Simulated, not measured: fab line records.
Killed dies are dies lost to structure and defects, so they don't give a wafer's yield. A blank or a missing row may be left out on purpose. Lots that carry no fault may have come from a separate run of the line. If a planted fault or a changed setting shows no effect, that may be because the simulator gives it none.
fab line records -- flow nandHarc
record lots=6, wafers=18, lastDay=23
route steps=1159 shown P_GATE@187
lots with no fault: from the same line, run without faults
startH: hours from the record's first day to the start of the lot's first wafer shown -- waitH: hours since the lot's step before -- " identical to the entry in the row above -- L1.1+2: a single row standing in for several wafers -- - no value, or no start was given -- * or withheld: withheld -- < > ~ a bound
route shown NAME@n: a module of which the file shows steps, and the number in the route of the first -- usual: the fault-free wafers' mean and standard deviation -- same: alike in all rows -- chamber/n: place in a boat -- sites: the reading at each site -- _std_site: standard deviation across them -- _edge_site: outer sites' mean less inner sites' -- radiusMm: how far each site lies from the wafer's centre -- mask NAME#n: copy n -- behind: the most recent tool/chamber to have shaped the wafer -- hold: why the lot was held/for how many hours/how that ended -- device: transistor that didn't switch, given as n, p or np -- end of line: at the end of the route, the tests of the same wafers -- for a step that has no rows: nothing shown but its recipe -- killed: at the first sort, the dies lost to defects and structure; wafer yield is something else -- map: per-die view of a wafer (x killed, . not killed, _ where there is no die)
set.NAME: the setting as run; set.NAME@STEP: as run at that earlier step -- model.NAME: the simulator's own value behind a step, which no gauge read
certain route steps with their lots: each step a table, each wafer a row
services: a tool's chamber out of use, with start hour (startH, from the record's first day; less than 0 if before it), hours out, and reason
## steps
# step NHARC_P_GATE_DESCUM_61
# recipe timeS=3, o2FlowSccm=200, arFlowSccm=0, biasPowerW=0, chemistry=O2
# usual drypumpMotorCurrentA=5.8/0.39, oesProductAu=1.000/0.015, rfVppV=57.8/0.84, showerheadPlenumPTorr=1.91/0.099, throttleValvePct=11.312/0.0096
lot.wafer,tool,chamber,startH,waitH,drypumpMotorCurrentA,oesProductAu,rfHoursCounterH,rfVppV,showerheadPlenumPTorr,throttleValvePct
L316.3,rieDiel-12,1,109.94,-,5.4,0.991,16,56.5,1.85,11.301
L316.4,rieDiel-12,2,109.94,-,6.0,0.990,16,57.7,2.06,11.324
L316.1,rieDiel-12,0,109.94,-,6.1,0.992,17,56.4,1.79,11.311
L324.4,rieDiel-12,3,168.91,-,5.9,1.019,26,58.7,1.99,11.309
L324.6,rieDiel-12,1,168.91,-,5.4,0.996,-,57.4,1.84,11.312
L324.5,rieDiel-12,2,168.91,-,6.0,0.986,-,58.3,2.06,11.321
L327.2,rieDiel-02,2,181.24,-,6.4,0.997,8,57.8,1.77,11.298
L327.4,rieDiel-02,1,181.24,-,5.4,0.970,7,55.7,1.79,11.331
L327.6,rieDiel-02,2,181.24,-,6.4,0.997,-,57.7,1.77,11.302
L325.1,rieDiel-02,3,182.92,-,6.6,0.994,8,58.4,2.03,11.302
L325.4,rieDiel-02,0,182.92,-,5.4,0.982,8,57.3,2.01,11.316
L325.2,rieDiel-02,1,182.92,-,5.4,0.977,8,59.0,1.79,11.327
L328.4,rieDiel-03,3,207.08,-,5.2,0.998,49,57.3,1.84,11.309
L328.5,rieDiel-03,0,207.08,-,5.7,0.994,-,57.3,1.94,11.315
L328.6,rieDiel-03,1,207.08,-,5.3,0.988,-,57.3,1.85,11.318
L334.3,rieDiel-12,1,220.99,-,5.4,1.025,1,56.5,1.84,11.305
L334.6,rieDiel-12,0,220.99,-,6.1,1.000,-,57.5,1.78,11.314
L334.5,rieDiel-12,1,220.99,-,5.4,1.020,-,58.7,1.84,11.316
# step NHARC_P_GATE_IMPLANT_62
# recipe energyKev=20, doseCm2=3e+15, tiltDeg=7
# step NHARC_P_GATE_STRIP_112
# recipe powerW=1500, tempC=110, timeS=200, chemistry=N2/H2
# usual drypumpMotorCurrentA=5.7/0.56, heaterPowerW=91/6.2
lot.wafer,tool,chamber,startH,waitH,drypumpMotorCurrentA,heaterPowerW,rfHoursCounterH
L316.1,plasmaAsher-01,0,110.38,0.3,5.1,83,1
L316.3,plasmaAsher-01,1,110.38,0.3,6.2,92,-
L316.4,plasmaAsher-01,0,110.38,0.3,5.2,81,-
L324.4,plasmaAsher-02,0,169.34,0.2,6.4,100,-
L324.5,plasmaAsher-02,0,169.34,0.2,6.4,101,-
L324.6,plasmaAsher-02,1,169.34,0.2,5.1,90,-
L327.2,plasmaAsher-01,1,181.61,0.2,6.2,94,24
L327.4,plasmaAsher-01,0,181.61,0.2,5.2,83,-
L327.6,plasmaAsher-01,0,181.61,0.2,5.2,82,-
L325.1,plasmaAsher-01,1,184.55,1.4,6.2,95,26
L325.2,plasmaAsher-01,0,184.55,1.4,5.1,84,26
L325.4,plasmaAsher-01,0,184.55,1.4,5.1,82,-
L328.4,plasmaAsher-01,1,207.56,0.3,6.2,93,-
L328.6,plasmaAsher-01,0,207.56,0.3,5.2,80,-
L328.5,plasmaAsher-01,1,207.56,0.3,6.2,95,-
L334.3,plasmaAsher-01,1,221.46,0.2,6.2,93,-
L334.5,plasmaAsher-01,1,221.46,0.2,6.2,94,-
L334.6,plasmaAsher-01,0,221.46,0.2,5.2,84,-
# step NHARC_P_GATE_STRIP_76
# recipe powerW=1500, tempC=250, chemistry=O2
# usual drypumpMotorCurrentA=5.7/0.55, heaterPowerW=339/23
lot.wafer,tool,chamber,startH,waitH,drypumpMotorCurrentA,heaterPowerW,rfHoursCounterH
L316.1,plasmaAsher-01,0,110.61,0.2,5.2,313,1
L316.3,plasmaAsher-01,1,110.61,0.2,6.2,353,-
L316.4,plasmaAsher-01,0,110.61,0.2,5.2,312,-
L324.4,plasmaAsher-02,0,169.54,0.2,6.4,383,-
L324.5,plasmaAsher-02,0,169.54,0.2,6.4,377,-
L324.6,plasmaAsher-02,1,169.54,0.2,5.1,352,-
L327.2,plasmaAsher-01,1,181.87,0.2,6.2,353,24
L327.4,plasmaAsher-01,0,181.87,0.2,5.1,304,-
L327.6,plasmaAsher-01,0,181.87,0.2,5.2,311,-
L325.1,plasmaAsher-01,1,184.81,0.2,6.2,357,26
L325.2,plasmaAsher-01,0,184.81,0.2,5.2,320,26
L325.4,plasmaAsher-01,0,184.81,0.2,5.1,310,-
L328.4,plasmaAsher-01,1,207.73,0.1,6.2,353,-
L328.6,plasmaAsher-01,0,207.73,0.1,5.1,304,-
L328.5,plasmaAsher-01,1,207.73,0.1,6.2,347,-
L334.3,plasmaAsher-01,1,221.66,0.2,6.2,354,-
L334.5,plasmaAsher-01,1,221.66,0.2,6.2,344,-
L334.6,plasmaAsher-01,0,221.66,0.2,5.2,318,-
# step NHARC_P_GATE_STRIP_63
# recipe timeS=900, tempC=130, chemistry=SPM
# step NHARC_P_GATE_DEHYDRATE_83
# recipe tempC=150, timeS=120
# step NHARC_P_GATE_HMDS_84
# recipe timeS=30
# step NHARC_P_GATE_COAT_85
# recipe spinRpm=3000
# step NHARC_P_GATE_SOFTBAKE_86
# recipe tempC=122, timeS=95
# step NHARC_P_GATE_EBR_87
# step NHARC_P_GATE_EXPOSE_88
# recipe na=0.6, targetCdNm=2000, doseMj=11.87, maskId=P_HVN
# step NHARC_P_GATE_PEB_89
# recipe pebTempC=118, pebTimeS=85
# step NHARC_P_GATE_DEVELOP_90
# recipe timeS=70
# usual chillPlateTempC=23.00/0.11, exhaustPa=45.1/0.79
lot.wafer,tool,chamber,startH,waitH,chillPlateTempC,exhaustPa
L316.1,lithoTrack-05,0,111,-,23.02,44.6
L316.3,lithoTrack-05,0,111,-,22.92,44.9
L316.4,lithoTrack-05,0,111,-,22.76,46.2
L324.4,lithoTrack-03,0,170,-,23.19,45.0
L324.5,lithoTrack-03,0,170,-,23.10,44.8
L324.6,lithoTrack-03,0,170,-,23.04,45.1
L327.2,lithoTrack-05,-,182,-,-,-
L327.4,lithoTrack-05,-,182,-,-,-
L327.6,lithoTrack-05,-,182,-,-,-
L325.1,lithoTrack-02,-,185,-,-,-
L325.2,lithoTrack-02,-,185,-,-,-
L325.4,lithoTrack-02,-,185,-,-,-
L328.4,lithoTrack-02,0,208,-,23.00,44.0
L328.5,lithoTrack-02,0,208,-,23.07,44.7
L328.6,lithoTrack-02,0,208,-,23.08,44.1
L334.3,lithoTrack-03,0,222,-,22.85,46.0
L334.5,lithoTrack-03,0,222,-,22.93,45.7
L334.6,lithoTrack-03,0,222,-,23.00,46.3
# step NHARC_P_GATE_CD_MEAS_91
# recipe targetCdNm=2000, landingEnergyEv=500
# usual cdNm=1999.0/3
lot.wafer,tool,chamber,startH,waitH,cdNm
L316.1,cdSem-02,0,111.40,-,1996.9
L316.3,cdSem-02,0,111.40,-,1995.7
L316.4,cdSem-02,0,111.40,-,1998.2
L324.4,cdSem-03,0,170.44,-,2002.8
L324.5,cdSem-03,0,170.44,-,2004.4
L324.6,cdSem-03,0,170.44,-,2000.0
L327.2,cdSem-02,0,182.68,-,1998.3
L327.4,cdSem-02,0,182.68,-,1995.0
L327.6,cdSem-02,0,182.68,-,2000.0
L325.1,cdSem-03,0,185.73,-,1997.2
L325.2,cdSem-03,0,185.73,-,1995.8
L325.4,cdSem-03,0,185.73,-,2000.5
L328.4,cdSem-03,0,208.62,-,2000.9
L328.5,cdSem-03,0,208.62,-,1995.7
L328.6,cdSem-03,0,208.62,-,1999.9
L334.3,cdSem-02,0,222.56,-,2003.5
L334.5,cdSem-02,0,222.56,-,1998.6
L334.6,cdSem-02,0,222.56,-,2001.0
## services
tool,chamber,startH,hours,kind
rieDiel-02,2,91.50,4.5,repair
rieDiel-12,-,94.36,0.2,repair
plasmaAsher-01,-,99.00,9.0,pm
plasmaAsher-01,0,99.00,9.0,ventCycle
plasmaAsher-01,1,99.00,9.0,ventCycle
rieDiel-12,-,102.47,0.4,repair
rieDiel-12,0,107.97,-,clean
rieDiel-12,1,107.97,-,clean
rieDiel-12,2,107.97,-,clean
rieDiel-12,3,107.97,-,clean
plasmaAsher-01,0,108.00,-,clean
plasmaAsher-01,1,108.00,-,clean
rieDiel-02,1,118.90,1.8,repair
rieDiel-12,0,132.53,-,clean
rieDiel-12,1,132.53,-,clean
rieDiel-12,2,132.53,-,clean
rieDiel-03,0,133.06,6.9,repair
rieDiel-02,-,150.94,9.0,pm
lithoTrack-02,-,165.00,7.0,pm
plasmaAsher-02,-,183.00,9.0,pm
plasmaAsher-01,-,194.09,2.6,repair
rieDiel-12,-,202.40,9.0,pm
lithoTrack-03,-,213.00,7.0,pm
rieDiel-03,-,215.32,9.0,pm
## key
firstSign step=NHARC_P_GATE_DEVELOP_90, reading=toolRecord, direction=missing
effect none on later readings
metAt NHARC_P_GATE_DEVELOP_90
struckWafers L325.1,L325.2,L325.4,L327.2,L327.4,L327.6
sortLeftOut L325.1,L325.2,L325.4,L327.2,L327.4,L327.6
testerLeftOut L325,L327
fault kind=skippedStepWhole, tool=lithoTrack-02,lithoTrack-05, chamber=-, onsetH=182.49, steps=NHARC_P_GATE_DEVELOP_90, scope=struckLotsOnly
# testerLeftOut: of these lots the tester's yield and bins aren't shown, on N5 and GAA mostly nor the transistor test; their killed dies are dies lost to structure and defects alone, not to doping, threshold or leakage, so they don't give the yield
# sortLeftOut: the simulated sort isn't trusted on such a fault, so these wafers' sort isn't shown, and their yield isn't known
